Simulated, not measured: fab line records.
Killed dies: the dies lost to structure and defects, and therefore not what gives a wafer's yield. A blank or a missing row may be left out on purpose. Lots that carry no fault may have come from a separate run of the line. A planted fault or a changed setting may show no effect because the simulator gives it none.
Which tool did it? / flow n5 finfet / Sampling: 24 lots, 72 wafers, 6 of 1938 route steps

== WHAT EACH GAUGE READ, for each wafer ==
N5_BEOL_M3_RS_MEAS_58: the measuring method here is four-point-probe.
lot=L074; measured=day 7 08:50; on=film metro-02; M3_RS (ohm/sq)=0.64 0.65 0.64
lot=L075; measured=day 7 17:02; on=film metro-01; M3_RS (ohm/sq)=0.64 0.61 0.62
lot=L076; measured=day 7 23:18; on=film metro-02; M3_RS (ohm/sq)=0.70 0.69 0.68
lot=L077; measured=day 7 23:22; on=film metro-02; M3_RS (ohm/sq)=0.68 0.69 0.69
lot=L078; measured=day 8 08:21; on=film metro-02; M3_RS (ohm/sq)=0.69 0.63 0.64
lot=L079; measured=day 8 14:37; on=film metro-02; M3_RS (ohm/sq)=0.66 0.65 0.62
lot=L080; measured=day 8 15:28; on=film metro-01; M3_RS (ohm/sq)=0.70 0.66 0.70
lot=L082; measured=day 9 06:34; on=film metro-02; M3_RS (ohm/sq)=0.64 0.59 0.64
lot=L081; measured=day 9 08:50; on=film metro-01; M3_RS (ohm/sq)=0.67 0.65 0.63
lot=L083; measured=day 9 17:52; on=film metro-01; M3_RS (ohm/sq)=0.65 0.67 0.65
lot=L084; measured=day 9 20:35; on=film metro-01; M3_RS (ohm/sq)=0.67 0.67 0.63
lot=L086; measured=day 9 23:58; on=film metro-01; M3_RS (ohm/sq)=0.66 0.65 0.64
lot=L085; measured=day 10 14:11; on=film metro-02; M3_RS (ohm/sq)=0.68 0.63 0.61
lot=L087; measured=day 10 14:23; on=film metro-02; M3_RS (ohm/sq)=0.64 0.69 0.67
lot=L088; measured=day 10 17:25; on=film metro-02; M3_RS (ohm/sq)=0.65 0.64 0.63
lot=L089; measured=day 10 18:50; on=film metro-02; M3_RS (ohm/sq)=0.71 0.68 0.67
lot=L090; measured=day 11 14:31; on=film metro-02; M3_RS (ohm/sq)=0.60 0.61 0.65
lot=L091; measured=day 12 01:34; on=film metro-02; M3_RS (ohm/sq)=0.69 0.63 0.66
lot=L092; measured=day 12 01:50; on=film metro-02; M3_RS (ohm/sq)=0.66 0.65 0.62
lot=L093; measured=day 12 05:26; on=film metro-02; M3_RS (ohm/sq)=0.68 0.68 0.65
lot=L094; measured=day 12 08:05; on=film metro-02; M3_RS (ohm/sq)=0.64 0.70 0.67
lot=L095; measured=day 12 17:20; on=film metro-02; M3_RS (ohm/sq)=0.65 0.71 0.67
lot=L096; measured=day 12 22:35; on=film metro-01; M3_RS (ohm/sq)=0.66 0.66 0.68
lot=L097; measured=day 13 01:40; on=film metro-02; M3_RS (ohm/sq)=0.63 0.61 0.62

N5_BEOL_M4_CD_MEAS_11 targets a cd of 16.79 nm.
lot=L074; measured=day 7 09:54; on=cd sem-02; cd nm (nm)=16.93 16.47 17.07
lot=L075; measured=day 7 19:49; on=cd sem-02; cd nm (nm)=16.40 16.60 16.37
lot=L076; measured=day 8 00:29; on=cd sem-01; cd nm (nm)=16.78 17.25 16.74
lot=L077; measured=day 8 00:39; on=cd sem-03; cd nm (nm)=16.80 17.32 17.13
lot=L078; measured=day 8 09:01; on=cd sem-03; cd nm (nm)=16.83 16.62 16.67
lot=L079; measured=day 8 16:34; on=cd sem-02; cd nm (nm)=16.38 16.62 16.92
lot=L080; measured=day 8 16:49; on=cd sem-03; cd nm (nm)=16.70 16.88 17.13
lot=L082; measured=day 9 07:46; on=cd sem-02; cd nm (nm)=16.88 16.46 16.33
lot=L081; measured=day 9 10:07; on=cd sem-03; cd nm (nm)=16.89 16.34 17.04
lot=L083; measured=day 9 20:14; on=cd sem-03; cd nm (nm)=16.81 16.96 16.89
lot=L084; measured=day 9 21:14; on=cd sem-01; cd nm (nm)=16.81 16.62 16.78
lot=L086; measured=day 10 02:35; on=cd sem-03; cd nm (nm)=16.80 16.54 16.73
lot=L085; measured=day 10 14:52; on=cd sem-01; cd nm (nm)=16.45 17.05 16.89
lot=L087; measured=day 10 15:04; on=cd sem-03; cd nm (nm)=16.84 16.77 16.74
lot=L088; measured=day 10 18:31; on=cd sem-03; cd nm (nm)=16.76 16.79 16.57
lot=L089; measured=day 10 19:50; on=cd sem-03; cd nm (nm)=16.70 16.85 16.53
lot=L090; measured=day 11 17:53; on=cd sem-01; cd nm (nm)=16.32 16.71 16.63
lot=L091; measured=day 12 02:29; on=cd sem-03; cd nm (nm)=16.78 16.75 16.50
lot=L092; measured=day 12 03:41; on=cd sem-01; cd nm (nm)=16.67 16.70 16.75
lot=L093; measured=day 12 07:31; on=cd sem-02; cd nm (nm)=16.66 16.33 17.07
lot=L094; measured=day 12 11:07; on=cd sem-03; cd nm (nm)=17.07 16.89 17.11
lot=L095; measured=day 12 18:46; on=cd sem-02; cd nm (nm)=17.13 16.54 16.67
lot=L096; measured=day 13 02:29; on=cd sem-01; cd nm (nm)=16.69 16.94 16.62
lot=L097; measured=day 13 03:02; on=cd sem-02; cd nm (nm)=16.34 16.45 16.56

N5_BEOL_M4_CD_MEAS_18: pitch 36 nm, target cd 18 nm.
lot=L074; measured=day 7 10:27; on=cd sem-02; cd nm (nm)=18.1 18.5 18.3
lot=L075; measured=day 7 20:26; on=cd sem-02; cd nm (nm)=17.9 18.2 18.0
lot=L076; measured=day 8 01:02; on=cd sem-01; cd nm (nm)=18.0 18.4 18.1
lot=L077; measured=day 8 01:13; on=cd sem-01; cd nm (nm)=17.8 18.0 17.8
lot=L078; measured=day 8 09:34; on=cd sem-03; cd nm (nm)=17.8 17.9 18.2
lot=L079; measured=day 8 17:08; on=cd sem-03; cd nm (nm)=17.7 18.1 17.8
lot=L080; measured=day 8 17:23; on=cd sem-03; cd nm (nm)=17.9 18.1 18.1
lot=L082; measured=day 9 08:24; on=cd sem-02; cd nm (nm)=17.7 17.9 17.7
lot=L081; measured=day 9 10:48; on=cd sem-02; cd nm (nm)=17.8 17.8 18.0
lot=L083; measured=day 9 20:47; on=cd sem-02; cd nm (nm)=18.1 18.0 17.9
lot=L084; measured=day 9 22:13; on=cd sem-03; cd nm (nm)=18.3 18.0 18.1
lot=L086; measured=day 10 03:08; on=cd sem-01; cd nm (nm)=18.8 18.1 17.8
lot=L085; measured=day 10 15:29; on=cd sem-02; cd nm (nm)=18.3 18.7 17.8
lot=L087; measured=day 10 15:44; on=cd sem-02; cd nm (nm)=17.7 17.8 18.1
lot=L088; measured=day 10 19:16; on=cd sem-03; cd nm (nm)=18.0 17.7 17.5
lot=L089; measured=day 10 20:26; on=cd sem-02; cd nm (nm)=17.9 17.8 17.3
lot=L090; measured=day 11 18:37; on=cd sem-03; cd nm (nm)=17.9 17.8 17.5
lot=L091; measured=day 12 03:02; on=cd sem-03; cd nm (nm)=18.0 18.2 17.6
lot=L092; measured=day 12 04:14; on=cd sem-02; cd nm (nm)=18.0 18.5 17.6
lot=L093; measured=day 12 08:28; on=cd sem-02; cd nm (nm)=17.2 17.9 18.1
lot=L094; measured=day 12 11:40; on=cd sem-02; cd nm (nm)=18.1 18.1 17.9
lot=L095; measured=day 12 19:19; on=cd sem-01; cd nm (nm)=17.6 17.6 17.6
lot=L096; measured=day 13 03:20; on=cd sem-01; cd nm (nm)=17.8 18.0 18.0
lot=L097; measured=day 13 03:45; on=cd sem-02; cd nm (nm)=17.6 18.0 18.5

== WHAT TOOL EACH LOT RAN ON (gives the tool, then ch and the chambers of the sampled wafers, and finally the start) ==
lot=L074; N5_BEOL_M3_ANNEAL_82=pvd sputter-03, day 7 06:33; N5_BEOL_M3_ANNEAL_93=pvd sputter-03, day 7 07:26; N5_BEOL_M3_CMP_52=cmp-01 ch 1,2,3, day 7 08:17
lot=L075; N5_BEOL_M3_ANNEAL_82=pvd sputter-02, day 7 14:44; N5_BEOL_M3_ANNEAL_93=pvd sputter-02, day 7 15:37; N5_BEOL_M3_CMP_52=cmp-02 ch 0,1,2, day 7 16:28
lot=L076; N5_BEOL_M3_ANNEAL_82=pvd sputter-02, day 7 20:58; N5_BEOL_M3_ANNEAL_93=pvd sputter-02, day 7 21:51; N5_BEOL_M3_CMP_52=cmp-04 ch 0,2,3, day 7 22:47
lot=L077; N5_BEOL_M3_ANNEAL_82=pvd sputter-03, day 7 21:04; N5_BEOL_M3_ANNEAL_93=pvd sputter-03, day 7 21:56; N5_BEOL_M3_CMP_52=cmp-02 ch 0,1,2, day 7 22:53
lot=L078; N5_BEOL_M3_ANNEAL_82=pvd sputter-01, day 8 06:02; N5_BEOL_M3_ANNEAL_93=pvd sputter-01, day 8 06:55; N5_BEOL_M3_CMP_52=cmp-02 ch 1,2, day 8 07:46
lot=L079; N5_BEOL_M3_ANNEAL_82=pvd sputter-01, day 8 12:20; N5_BEOL_M3_ANNEAL_93=pvd sputter-01, day 8 13:13; N5_BEOL_M3_CMP_52=cmp-02 ch 0,1,2, day 8 14:04
lot=L080; N5_BEOL_M3_ANNEAL_82=pvd sputter-03, day 8 13:10; N5_BEOL_M3_ANNEAL_93=pvd sputter-03, day 8 14:03; N5_BEOL_M3_CMP_52=cmp-04 ch 2,3, day 8 14:56
lot=L082; N5_BEOL_M3_ANNEAL_82=pvd sputter-03, day 9 04:14; N5_BEOL_M3_ANNEAL_93=pvd sputter-03, day 9 05:07; N5_BEOL_M3_CMP_52=cmp-01 ch 0,1,3, day 9 06:03
lot=L081; N5_BEOL_M3_ANNEAL_82=pvd sputter-03, day 9 06:05; N5_BEOL_M3_ANNEAL_93=pvd sputter-03, day 9 06:58; N5_BEOL_M3_CMP_52=cmp-01 ch 0,2,3, day 9 08:05
lot=L083; N5_BEOL_M3_ANNEAL_82=pvd sputter-01, day 9 15:11; N5_BEOL_M3_ANNEAL_93=pvd sputter-01, day 9 16:04; N5_BEOL_M3_CMP_52=cmp-01 ch 0,2, day 9 17:20
lot=L084; N5_BEOL_M3_ANNEAL_82=pvd sputter-01, day 9 18:11; N5_BEOL_M3_ANNEAL_93=pvd sputter-01, day 9 19:04; N5_BEOL_M3_CMP_52=cmp-02 ch 0,1,2, day 9 19:55
lot=L086; N5_BEOL_M3_ANNEAL_82=pvd sputter-03, day 9 21:39; N5_BEOL_M3_ANNEAL_93=pvd sputter-03, day 9 22:32; N5_BEOL_M3_CMP_52=cmp-01 ch 1,2,3, day 9 23:24
lot=L085; N5_BEOL_M3_ANNEAL_82=pvd sputter-03, day 10 11:49; N5_BEOL_M3_ANNEAL_93=pvd sputter-03, day 10 12:41; N5_BEOL_M3_CMP_52=cmp-04 ch 0,1,3, day 10 13:35
lot=L087; N5_BEOL_M3_ANNEAL_82=pvd sputter-01, day 10 11:56; N5_BEOL_M3_ANNEAL_93=pvd sputter-01, day 10 12:49; N5_BEOL_M3_CMP_52=cmp-04 ch 1,2, day 10 13:52
lot=L088; N5_BEOL_M3_ANNEAL_82=pvd sputter-03, day 10 15:05; N5_BEOL_M3_ANNEAL_93=pvd sputter-03, day 10 15:58; N5_BEOL_M3_CMP_52=cmp-02 ch 0,2, day 10 16:52
lot=L089; N5_BEOL_M3_ANNEAL_82=pvd sputter-01, day 10 16:32; N5_BEOL_M3_ANNEAL_93=pvd sputter-01, day 10 17:25; N5_BEOL_M3_CMP_52=cmp-04 ch 0,1,2, day 10 18:16
lot=L090; N5_BEOL_M3_ANNEAL_82=pvd sputter-03, day 11 12:13; N5_BEOL_M3_ANNEAL_93=pvd sputter-03, day 11 13:06; N5_BEOL_M3_CMP_52=cmp-01 ch 1,2,3, day 11 14:04
lot=L091; N5_BEOL_M3_ANNEAL_82=pvd sputter-02, day 11 23:16; N5_BEOL_M3_ANNEAL_93=pvd sputter-02, day 12 00:09; N5_BEOL_M3_CMP_52=cmp-02 ch 2,3, day 12 01:00
lot=L092; N5_BEOL_M3_ANNEAL_82=pvd sputter-01, day 11 23:31; N5_BEOL_M3_ANNEAL_93=pvd sputter-01, day 12 00:23; N5_BEOL_M3_CMP_52=cmp-01 ch 0,1,2, day 12 01:16
lot=L093; N5_BEOL_M3_ANNEAL_82=pvd sputter-03, day 12 02:43; N5_BEOL_M3_ANNEAL_93=pvd sputter-03, day 12 03:35; N5_BEOL_M3_CMP_52=cmp-04 ch 0,2,3, day 12 04:55
lot=L094; N5_BEOL_M3_ANNEAL_82=pvd sputter-02, day 12 05:47; N5_BEOL_M3_ANNEAL_93=pvd sputter-02, day 12 06:40; N5_BEOL_M3_CMP_52=cmp-04 ch 1,2, day 12 07:34
lot=L095; N5_BEOL_M3_ANNEAL_82=pvd sputter-03, day 12 15:02; N5_BEOL_M3_ANNEAL_93=pvd sputter-03, day 12 15:55; N5_BEOL_M3_CMP_52=cmp-04 ch 0,1, day 12 16:46
lot=L096; N5_BEOL_M3_ANNEAL_82=pvd sputter-02, day 12 20:17; N5_BEOL_M3_ANNEAL_93=pvd sputter-02, day 12 21:10; N5_BEOL_M3_CMP_52=cmp-02 ch 1,2,3, day 12 22:04
lot=L097; N5_BEOL_M3_ANNEAL_82=pvd sputter-02, day 12 23:22; N5_BEOL_M3_ANNEAL_93=pvd sputter-02, day 13 00:15; N5_BEOL_M3_CMP_52=cmp-01 ch 1,3, day 13 01:07
- N5_BEOL_M3_ANNEAL_82: time 240 s.
- N5_BEOL_M3_ANNEAL_93: time 240 s.
- N5_BEOL_M3_CMP_52: polishes, stops on SiOC, t overpolish 6.8 s, target thk 40 nm.

== AS READ BY THE TOOLS THEMSELVES (means over the sampled wafers that have a number; for cases with no such wafer, the mark the record gives instead) ==
N5_BEOL_M3_ANNEAL_82.
lot=L074; tool=pvd sputter-03; heater power w (W)=792
lot=L075; tool=pvd sputter-02; heater power w (W)=791
lot=L076; tool=pvd sputter-02; heater power w (W)=817
lot=L077; tool=pvd sputter-03; heater power w (W)=690
lot=L078; tool=pvd sputter-01; heater power w (W)=821
lot=L079; tool=pvd sputter-01; heater power w (W)=830
lot=L080; tool=pvd sputter-03; heater power w (W)=798
lot=L082; tool=pvd sputter-03; heater power w (W)=862
lot=L081; tool=pvd sputter-03; heater power w (W)=724
lot=L083; tool=pvd sputter-01; heater power w (W)=825
lot=L084; tool=pvd sputter-01; heater power w (W)=862
lot=L086; tool=pvd sputter-03; heater power w (W)=752
lot=L085; tool=pvd sputter-03; heater power w (W)=801
lot=L087; tool=pvd sputter-01; heater power w (W)=797
lot=L088; tool=pvd sputter-03; heater power w (W)=764
lot=L089; tool=pvd sputter-01; heater power w (W)=817
lot=L090; tool=pvd sputter-03; heater power w (W)=700
lot=L091; tool=pvd sputter-02; heater power w (W)=772
lot=L092; tool=pvd sputter-01; heater power w (W)=814
lot=L093; tool=pvd sputter-03; heater power w (W)=800
lot=L094; tool=pvd sputter-02; heater power w (W)=835
lot=L095; tool=pvd sputter-03; heater power w (W)=734
lot=L096; tool=pvd sputter-02; heater power w (W)=832
lot=L097; tool=pvd sputter-02; heater power w (W)=809

N5_BEOL_M3_ANNEAL_93.
lot=L074; tool=pvd sputter-03; heater power w (W)=782
lot=L075; tool=pvd sputter-02; heater power w (W)=770
lot=L076; tool=pvd sputter-02; heater power w (W)=806
lot=L077; tool=pvd sputter-03; heater power w (W)=680
lot=L078; tool=pvd sputter-01; heater power w (W)=827
lot=L079; tool=pvd sputter-01; heater power w (W)=833
lot=L080; tool=pvd sputter-03; heater power w (W)=793
lot=L082; tool=pvd sputter-03; heater power w (W)=863
lot=L081; tool=pvd sputter-03; heater power w (W)=745
lot=L083; tool=pvd sputter-01; heater power w (W)=809
lot=L084; tool=pvd sputter-01; heater power w (W)=866
lot=L086; tool=pvd sputter-03; heater power w (W)=757
lot=L085; tool=pvd sputter-03; heater power w (W)=795
lot=L087; tool=pvd sputter-01; heater power w (W)=825
lot=L088; tool=pvd sputter-03; heater power w (W)=759
lot=L089; tool=pvd sputter-01; heater power w (W)=840
lot=L090; tool=pvd sputter-03; heater power w (W)=698
lot=L091; tool=pvd sputter-02; heater power w (W)=766
lot=L092; tool=pvd sputter-01; heater power w (W)=801
lot=L093; tool=pvd sputter-03; heater power w (W)=819
lot=L094; tool=pvd sputter-02; heater power w (W)=832
lot=L095; tool=pvd sputter-03; heater power w (W)=739
lot=L096; tool=pvd sputter-02; heater power w (W)=824
lot=L097; tool=pvd sputter-02; heater power w (W)=795

N5_BEOL_M3_CMP_52.
lot=L074; tool=cmp-01; barrier field endpoint s (s)=25.9; head pressure psi (psi)=1.0004; motor current A (A)=5.4; overpolish run s (s)=6.796; slurry flow ml min=150.7; time to endpoint s (s)=68
lot=L075; tool=cmp-02; barrier field endpoint s (s)=25.0; head pressure psi (psi)=1.0004; motor current A (A)=6.3; overpolish run s (s)=6.792; slurry flow ml min=150.2; time to endpoint s (s)=67
lot=L076; tool=cmp-04; barrier field endpoint s (s)=24.6; head pressure psi (psi)=1.0020; motor current A (A)=5.9; overpolish run s (s)=6.813; slurry flow ml min=150.2; time to endpoint s (s)=59
lot=L077; tool=cmp-02; barrier field endpoint s (s)=26.0; head pressure psi (psi)=0.9994; motor current A (A)=6.5; overpolish run s (s)=6.806; slurry flow ml min=150.2; time to endpoint s (s)=68
lot=L078; tool=cmp-02; barrier field endpoint s (s)=25.8; head pressure psi (psi)=0.9993; motor current A (A)=6.5; overpolish run s (s)=6.798; slurry flow ml min=150.1; time to endpoint s (s)=66
lot=L079; tool=cmp-02; barrier field endpoint s (s)=25.5; head pressure psi (psi)=1.0000; motor current A (A)=6.3; overpolish run s (s)=6.803; slurry flow ml min=150.0; time to endpoint s (s)=65
lot=L080; tool=cmp-04; barrier field endpoint s (s)=24.1; head pressure psi (psi)=0.9981; motor current A (A)=5.9; overpolish run s (s)=6.801; slurry flow ml min=150.0; time to endpoint s (s)=59
lot=L082; tool=cmp-01; barrier field endpoint s (s)=25.1; head pressure psi (psi)=1.0006; motor current A (A)=5.5; overpolish run s (s)=6.801; slurry flow ml min=150.4; time to endpoint s (s)=67
lot=L081; tool=cmp-01; barrier field endpoint s (s)=24.6; head pressure psi (psi)=1.0001; motor current A (A)=5.2; overpolish run s (s)=6.803; slurry flow ml min=149.8; time to endpoint s (s)=63
lot=L083; tool=cmp-01; barrier field endpoint s (s)=25.2; head pressure psi (psi)=1.0029; motor current A (A)=5.2; overpolish run s (s)=6.809; slurry flow ml min=149.7; time to endpoint s (s)=60
lot=L084; tool=cmp-02; barrier field endpoint s (s)=24.8; head pressure psi (psi)=0.9997; motor current A (A)=6.4; overpolish run s (s)=6.807; slurry flow ml min=149.8; time to endpoint s (s)=61
lot=L086; tool=cmp-01; barrier field endpoint s (s)=24.8; head pressure psi (psi)=0.9982; motor current A (A)=5.4; overpolish run s (s)=6.806; slurry flow ml min=150.4; time to endpoint s (s)=63
lot=L085; tool=cmp-04; barrier field endpoint s (s)=24.4; head pressure psi (psi)=0.9973; motor current A (A)=5.8; overpolish run s (s)=6.798; slurry flow ml min=149.9; time to endpoint s (s)=61
lot=L087; tool=cmp-04; barrier field endpoint s (s)=24.6; head pressure psi (psi)=0.9976; motor current A (A)=5.7; overpolish run s (s)=6.796; slurry flow ml min=149.6; time to endpoint s (s)=64
lot=L088; tool=cmp-02; barrier field endpoint s (s)=25.9; head pressure psi (psi)=0.9991; motor current A (A)=6.3; overpolish run s (s)=6.801; slurry flow ml min=150.3; time to endpoint s (s)=68
lot=L089; tool=cmp-04; barrier field endpoint s (s)=24.8; head pressure psi (psi)=1.0010; motor current A (A)=6.1; overpolish run s (s)=6.806; slurry flow ml min=150.5; time to endpoint s (s)=60
lot=L090; tool=cmp-01; barrier field endpoint s (s)=25.2; head pressure psi (psi)=1.0005; motor current A (A)=5.5; overpolish run s (s)=6.801; slurry flow ml min=149.8; time to endpoint s (s)=64
lot=L091; tool=cmp-02; barrier field endpoint s (s)=25.2; head pressure psi (psi)=0.9997; motor current A (A)=6.0; overpolish run s (s)=6.804; slurry flow ml min=150.2; time to endpoint s (s)=65
lot=L092; tool=cmp-01; barrier field endpoint s (s)=25.8; head pressure psi (psi)=0.9997; motor current A (A)=5.2; overpolish run s (s)=6.797; slurry flow ml min=150.2; time to endpoint s (s)=66
lot=L093; tool=cmp-04; barrier field endpoint s (s)=24.6; head pressure psi (psi)=1.0023; motor current A (A)=5.9; overpolish run s (s)=6.797; slurry flow ml min=150.4; time to endpoint s (s)=64
lot=L094; tool=cmp-04; barrier field endpoint s (s)=24.7; head pressure psi (psi)=0.9985; motor current A (A)=6.0; overpolish run s (s)=6.809; slurry flow ml min=149.6; time to endpoint s (s)=61
lot=L095; tool=cmp-04; barrier field endpoint s (s)=24.5; head pressure psi (psi)=0.9997; motor current A (A)=5.9; overpolish run s (s)=6.793; slurry flow ml min=149.7; time to endpoint s (s)=62
lot=L096; tool=cmp-02; barrier field endpoint s (s)=24.5; head pressure psi (psi)=1.0004; motor current A (A)=6.2; overpolish run s (s)=6.798; slurry flow ml min=149.6; time to endpoint s (s)=65
lot=L097; tool=cmp-01; barrier field endpoint s (s)=25.3; head pressure psi (psi)=1.0012; motor current A (A)=5.4; overpolish run s (s)=6.799; slurry flow ml min=149.7; time to endpoint s (s)=63

== THE ANSWER, worked out from the rows above alone ==
Rule: what is usual is taken from the lots themselves. The widest of any qualifying gaps counts: lots, ordered by their means at a reading, are off when they make up no more than a third of the lots, leave a main group of 4 or more, and stand apart from it by 3 or more times the standard deviation of that group's means. Not used: any main group whose means are identical at the precision the tables above print for the reading. A lot without any number at a reading at which 4 lots or more have one is off too. Any other lot the step has rows for is counted as sound. The gauges are gone through in route order, then the tools' own readings, and for those a lot's mean is taken as printed above. At the first step where some lot is off, the reading lying furthest off is the one used; lots without a number count as furthest.
No lot is off at any reading shown: from this, nothing can be told.

== WHAT HAD BEEN PUT IN BY THE SIMULATOR ==
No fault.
